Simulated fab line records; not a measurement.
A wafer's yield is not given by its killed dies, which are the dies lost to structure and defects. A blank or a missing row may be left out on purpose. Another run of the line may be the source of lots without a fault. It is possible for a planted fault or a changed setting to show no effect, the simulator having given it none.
fab line records + flow nandHarc
record
- lots=13
- wafers=39
- lastDay=33
route steps=1302 shown P_CONTACT@244
lots untouched by any fault: they come from a run of this same line in which no faults occurred
startH: the number of hours between the record's first day and the start of the first shown wafer of the lot + waitH: hours since the lot's step before + " as in the row above + L1.1+2: several wafers, shown together as one row + - either no value or no given start + * or withheld: withheld + < > ~ a bound
route shown NAME@n: a module of which the file shows steps, and the number in the route of the first + usual: the fault-free wafers' mean and standard deviation + same: alike in all rows + chamber/n: place in a boat + sites: readings site by site + _std_site: standard deviation of those values + _edge_site: mean of outer sites minus mean of inner sites + radiusMm: for every site, how far away it sits from the centre of the wafer + mask NAME#n: copy n + behind: the most recent tool/chamber to have shaped the wafer + hold: why the lot was held/for how many hours/how that ended + device: names the non-switching transistor (n, p or np) + end of line: the route-end tests of the same wafers + for a step that has no rows: nothing shown but its recipe + killed: not the wafer's yield, but the dies lost to structure and defects at the first sort + map: a wafer's dies, x killed, . not, _ none there
set.NAME: the setting the step ran with; set.NAME@STEP: the setting that earlier step ran with + model.NAME: the simulator's own value behind a step, which no gauge read
the route's steps for a sample of lots (tables are steps, rows are wafers)
services: a tool's chamber out of use, with start hour (startH, from the record's first day; less than 0 if before it), hours out, and reason
## steps
# step NHARC_P_CONTACT_DEGAS_38
# recipe
- tempC=300
- timeS=60
# usual
- heaterPowerW=448/57
| lot.wafer | tool          | chamber | startH | waitH | heaterPowerW |
|-----------|---------------|---------|--------|-------|--------------|
| L240.3    | pvdSputter-02 | -       | 147.31 | -     | 444          |
| L240.2    | "             | -       | "      | "     | 454          |
| L240.5    | "             | -       | "      | "     | 373          |
| L241.1    | pvdSputter-02 | -       | 157.09 | -     | 424          |
| L241.2    | "             | -       | "      | "     | 464          |
| L241.5    | "             | -       | "      | "     | 431          |
| L242.1    | pvdSputter-03 | -       | 166.58 | -     | 510          |
| L242.4    | "             | -       | "      | "     | 433          |
| L242.3    | "             | -       | "      | "     | 399          |
| L244.1    | pvdSputter-03 | -       | 185.69 | -     | 399          |
| L244.2    | "             | -       | "      | "     | 417          |
| L244.3    | "             | -       | "      | "     | 555          |
| L245.4    | pvdSputter-03 | -       | 201.92 | -     | 427          |
| L245.3    | "             | -       | "      | "     | 403          |
| L245.5    | "             | -       | "      | "     | 557          |
| L246.2    | pvdSputter-01 | -       | 207.29 | -     | 567          |
| L246.4    | "             | -       | "      | "     | 414          |
| L246.6    | "             | -       | "      | "     | 458          |
| L247.4    | pvdSputter-02 | -       | 224.04 | -     | 475          |
| L247.2    | "             | -       | "      | "     | 388          |
| L247.6    | "             | -       | "      | "     | 413          |
| L248.4    | pvdSputter-02 | -       | 226.10 | -     | 465          |
| L248.6    | "             | -       | "      | "     | 471          |
| L248.5    | "             | -       | "      | "     | 390          |
| L250.2    | pvdSputter-03 | -       | 248.58 | -     | 488          |
| L250.5    | "             | -       | "      | "     | 559          |
| L250.6    | "             | -       | "      | "     | 414          |
| L253.3    | pvdSputter-03 | -       | 284.22 | -     | 474          |
| L253.4    | "             | -       | "      | "     | 414          |
| L253.5    | "             | -       | "      | "     | 410          |
| L256.3    | pvdSputter-02 | -       | 307.56 | -     | 437          |
| L256.4    | "             | -       | "      | "     | 426          |
| L256.5    | "             | -       | "      | "     | 417          |
| L257.2    | pvdSputter-02 | -       | 320.14 | -     | 433          |
| L257.1    | "             | -       | "      | "     | 466          |
| L257.5    | "             | -       | "      | "     | 365          |
| L259.3    | pvdSputter-01 | -       | 342.24 | -     | 497          |
| L259.5    | "             | -       | "      | "     | 387          |
| L259.6    | "             | -       | "      | "     | 419          |
# step NHARC_P_CONTACT_PRE_CLEAN_39
# recipe
- timeS=19.5
- biasV=250
- gas=Ar
# usual
- timeS=19.5/0
| lot.wafer | tool          | chamber | startH | waitH | timeS  |
|-----------|---------------|---------|--------|-------|--------|
| L240.2    | pvdSputter-02 | -       | 147.37 | -     | 19.5   |
| L240.3    | "             | -       | "      | "     | 19.5   |
| L240.5    | "             | -       | "      | "     | 19.5   |
| L241.1    | pvdSputter-02 | -       | 157.13 | -     | 19.5   |
| L241.2    | "             | -       | "      | "     | 19.5   |
| L241.5    | "             | -       | "      | "     | 19.5   |
| L242.4    | pvdSputter-03 | -       | 166.64 | -     | 19.5   |
| L242.1    | "             | -       | "      | "     | 19.5   |
| L242.3    | "             | -       | "      | "     | 19.5   |
| L244.3    | pvdSputter-03 | -       | 185.75 | -     | 19.5   |
| L244.1    | "             | -       | "      | "     | 19.5   |
| L244.2    | "             | -       | "      | "     | 19.5   |
| L245.3    | pvdSputter-03 | -       | 201.99 | -     | 19.5   |
| L245.4    | "             | -       | "      | "     | 19.5   |
| L245.5    | "             | -       | "      | "     | 19.5   |
| L246.2    | pvdSputter-01 | -       | 207.36 | -     | 19.5   |
| L246.4    | "             | -       | "      | "     | 19.5   |
| L246.6    | "             | -       | "      | "     | 19.5   |
| L247.4    | pvdSputter-02 | -       | 224.09 | -     | 19.5   |
| L247.2    | "             | -       | "      | "     | 19.5   |
| L247.6    | "             | -       | "      | "     | 19.5   |
| L248.4    | pvdSputter-02 | -       | 226.19 | -     | 19.5   |
| L248.6    | "             | -       | "      | "     | 19.5   |
| L248.5    | "             | -       | "      | "     | 19.5   |
| L250.2    | pvdSputter-03 | -       | 248.66 | -     | 19.5   |
| L250.5    | "             | -       | "      | "     | 19.5   |
| L250.6    | "             | -       | "      | "     | 19.5   |
| L253.3    | pvdSputter-03 | -       | 284.28 | -     | 17.525 |
| L253.4    | "             | -       | "      | "     | 17.525 |
| L253.5    | "             | -       | "      | "     | 17.525 |
| L256.4    | pvdSputter-02 | -       | 307.63 | -     | 19.5   |
| L256.3    | "             | -       | "      | "     | 19.5   |
| L256.5    | "             | -       | "      | "     | 19.5   |
| L257.2    | pvdSputter-02 | -       | 320.21 | -     | 19.5   |
| L257.1    | "             | -       | "      | "     | 19.5   |
| L257.5    | "             | -       | "      | "     | 19.5   |
| L259.3    | pvdSputter-01 | -       | 342.34 | 0.1   | 19.5   |
| L259.6    | "             | -       | "      | "     | 19.5   |
| L259.5    | "             | -       | "      | "     | 19.5   |
# step NHARC_P_CONTACT_PVD_32
# recipe
- targetThkA=50
- chamberPressurePa=5
- powerW=5000
- substrateTempC=200
- timeS=17.7
- material=Ti
# usual
- throttleValvePct=30.5/0.81
| lot.wafer | tool          | chamber | startH | waitH | throttleValvePct |
|-----------|---------------|---------|--------|-------|------------------|
| L240.3    | pvdSputter-02 | -       | -      | -     | 30.7             |
| L240.2    | "             | -       | "      | "     | 29.9             |
| L240.5    | "             | -       | "      | "     | 30.8             |
| L241.2    | pvdSputter-02 | -       | -      | -     | 32.1             |
| L241.1    | "             | -       | "      | "     | 29.9             |
| L241.5    | "             | -       | "      | "     | 32.1             |
| L242.1    | pvdSputter-03 | -       | -      | -     | 31.5             |
| L242.4    | "             | -       | "      | "     | 30.2             |
| L242.3    | "             | -       | "      | "     | 29.1             |
| L244.2    | pvdSputter-03 | -       | -      | -     | 31.2             |
| L244.3    | "             | -       | "      | "     | 29.7             |
| L244.1    | "             | -       | "      | "     | 29.6             |
| L245.3    | pvdSputter-03 | -       | -      | -     | 30.5             |
| L245.4    | "             | -       | "      | "     | 29.8             |
| L245.5    | "             | -       | "      | "     | 29.8             |
| L246.2    | pvdSputter-01 | -       | -      | -     | 29.2             |
| L246.4    | "             | -       | "      | "     | 30.0             |
| L246.6    | "             | -       | "      | "     | 29.1             |
| L247.2    | pvdSputter-02 | -       | -      | -     | 31.0             |
| L247.4    | "             | -       | "      | "     | 30.0             |
| L247.6    | "             | -       | "      | "     | 30.7             |
| L248.4    | pvdSputter-02 | -       | -      | -     | 30.3             |
| L248.6    | "             | -       | "      | "     | 30.1             |
| L248.5    | "             | -       | "      | "     | 30.6             |
| L250.2    | pvdSputter-03 | -       | -      | -     | 30.2             |
| L250.6    | "             | -       | "      | "     | 29.9             |
| L250.5    | "             | -       | "      | "     | 29.8             |
| L253.4    | pvdSputter-03 | -       | -      | -     | 30.1             |
| L253.3    | "             | -       | "      | "     | 31.1             |
| L253.5    | "             | -       | "      | "     | 29.8             |
| L256.4    | pvdSputter-02 | -       | -      | -     | 30.8             |
| L256.3    | "             | -       | "      | "     | 30.8             |
| L256.5    | "             | -       | "      | "     | 30.9             |
| L257.2    | pvdSputter-02 | -       | -      | -     | 30.3             |
| L257.1    | "             | -       | "      | "     | 31.0             |
| L257.5    | "             | -       | "      | "     | 31.3             |
| L259.3    | pvdSputter-01 | -       | 342.49 | 0.1   | 31.7             |
| L259.6    | "             | -       | "      | "     | 31.6             |
| L259.5    | "             | -       | "      | "     | 29.4             |
# step NHARC_P_CONTACT_ALD_22
# recipe
- targetThkA=30
- pulseTimeS=1
- aldCycles=150
- tempC=450
- material=TiN
# usual
- heaterPowerW=1063/93
- precursorPulseHeightRel=0.996/0.02
| lot.wafer | tool        | chamber | startH | waitH | heaterPowerW | precursorPulseHeightRel |
|-----------|-------------|---------|--------|-------|--------------|-------------------------|
| L240.3    | aldMetal-01 | 3       | 147.55 | -     | 1068         | 0.978                   |
| L240.2    | "           | 2       | "      | "     | 927          | 0.999                   |
| L240.5    | "           | 3       | "      | "     | 1054         | 1.024                   |
| L241.1    | aldMetal-02 | 1       | 157.33 | -     | 1144         | 0.991                   |
| L241.2    | "           | 2       | "      | "     | 1071         | 1.001                   |
| L241.5    | "           | 1       | "      | "     | 1163         | 1.006                   |
| L242.3    | aldMetal-02 | 2       | 166.82 | -     | 1057         | 0.991                   |
| L242.1    | "           | 3       | "      | "     | 1094         | 0.973                   |
| L242.4    | "           | 1       | "      | "     | 1106         | 0.969                   |
| L244.1    | aldMetal-01 | 2       | 185.95 | -     | 960          | 0.996                   |
| L244.3    | "           | 3       | "      | "     | 1053         | 1.016                   |
| L244.2    | "           | 0       | "      | "     | 1024         | 0.986                   |
| L245.3    | aldMetal-04 | 0       | 202.17 | -     | 1143         | 1.011                   |
| L245.5    | "           | 1       | "      | "     | 1275         | 1.005                   |
| L245.4    | "           | 2       | "      | "     | 1054         | 0.991                   |
| L246.4    | aldMetal-01 | 2       | 207.54 | -     | 958          | 1.020                   |
| L246.2    | "           | 3       | "      | "     | 1056         | 1.029                   |
| L246.6    | "           | 1       | "      | "     | 1038         | 1.015                   |
| L247.2    | aldMetal-01 | 1       | 224.27 | -     | 1046         | 0.983                   |
| L247.4    | "           | 3       | "      | "     | 1037         | 0.988                   |
| L247.6    | "           | 2       | "      | "     | 946          | 1.029                   |
| L248.4    | aldMetal-01 | 3       | 226.38 | -     | 1054         | 0.966                   |
| L248.5    | "           | 1       | "      | "     | 1053         | 0.999                   |
| L248.6    | "           | 2       | "      | "     | 944          | 0.982                   |
| L250.2    | aldMetal-01 | 3       | 248.87 | -     | 1026         | 1.000                   |
| L250.6    | "           | 0       | "      | "     | 1028         | 1.004                   |
| L250.5    | "           | 1       | "      | "     | 1062         | 0.962                   |
| L253.3    | aldMetal-02 | 3       | 284.51 | -     | 1030         | 0.979                   |
| L253.4    | "           | 2       | "      | "     | 987          | 1.029                   |
| L253.5    | "           | 3       | "      | "     | 1043         | 0.998                   |
| L256.3    | aldMetal-04 | 0       | 307.80 | -     | 1159         | 0.997                   |
| L256.4    | "           | 3       | "      | "     | 1061         | 0.991                   |
| L256.5    | "           | 1       | "      | "     | 1331         | 0.998                   |
| L257.1    | aldMetal-01 | 2       | 320.39 | -     | 944          | 1.018                   |
| L257.2    | "           | 3       | "      | "     | 1026         | 1.001                   |
| L257.5    | "           | 1       | "      | "     | 1050         | 0.992                   |
| L259.3    | aldMetal-01 | 3       | 342.65 | 0.1   | 1034         | 1.037                   |
| L259.6    | "           | 2       | "      | "     | 961          | 0.975                   |
| L259.5    | "           | 3       | "      | "     | 1043         | 0.973                   |
## services
| tool          | chamber | startH | hours | kind      |
|---------------|---------|--------|-------|-----------|
| aldMetal-01   | -       | 170.00 | 10.0  | pm        |
| aldMetal-01   | 0       | 170.00 | 10.0  | ventCycle |
| aldMetal-01   | 1       | 170.00 | 10.0  | ventCycle |
| aldMetal-01   | 2       | 170.00 | 10.0  | ventCycle |
| aldMetal-01   | 3       | 170.00 | 10.0  | ventCycle |
| pvdSputter-03 | -       | 170.00 | 10.0  | pm        |
| pvdSputter-01 | -       | 174.35 | 4.4   | repair    |
| aldMetal-01   | 0       | 180.00 | -     | clean     |
| aldMetal-04   | 3       | 198.84 | 3.8   | repair    |
| pvdSputter-03 | -       | 221.26 | 2.6   | repair    |
| aldMetal-02   | 1       | 229.21 | 69.0  | repair    |
| pvdSputter-01 | -       | 234.51 | 10.0  | pm        |
| aldMetal-01   | -       | 247.34 | 0.8   | repair    |
| aldMetal-04   | 1       | 248.97 | 2.9   | repair    |
| aldMetal-02   | 0       | 249.56 | 12.9  | repair    |
| aldMetal-02   | -       | 254.00 | 10.0  | pm        |
| aldMetal-01   | 0       | 262.33 | 5.6   | repair    |
| pvdSputter-01 | -       | 278.15 | 4.0   | repair    |
| pvdSputter-02 | -       | 282.00 | 10.0  | pm        |
| aldMetal-01   | 0       | 286.29 | 4.5   | repair    |
| pvdSputter-01 | -       | 293.30 | 3.2   | repair    |
| aldMetal-04   | -       | 296.00 | 10.0  | pm        |
| aldMetal-04   | 3       | 319.65 | 9.1   | repair    |
| aldMetal-02   | 2       | 336.24 | 7.1   | repair    |
## key
firstSign
- step=NHARC_P_CONTACT_PRE_CLEAN_39
- reading=timeS
- direction=down
- sigmas=99+
- usual=*
- struck=*
effect none on later readings
metAt NHARC_P_CONTACT_PRE_CLEAN_39
struckLots L253
testerLeftOut L253
notActingAt NHARC_P_CONTACT_DEGAS_38,NHARC_P_CONTACT_PVD_32,NHARC_P_CONTACT_ALD_22
onsetBetween 248.66 284.28
fault
- kind=processParameterDrift
- tool=pvdSputter-03
- chamber=-
- onsetH=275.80
- steps=NHARC_P_CONTACT_PRE_CLEAN_39
- channel=timeS
- offset=*
- shape=step
- actsIn=*
- stated=*
# testerLeftOut: of these lots the tester's yield and bins aren't shown, on N5 and GAA mostly nor the transistor test; their killed dies are dies lost to structure and defects alone, not to doping, threshold or leakage, so they don't give the yield
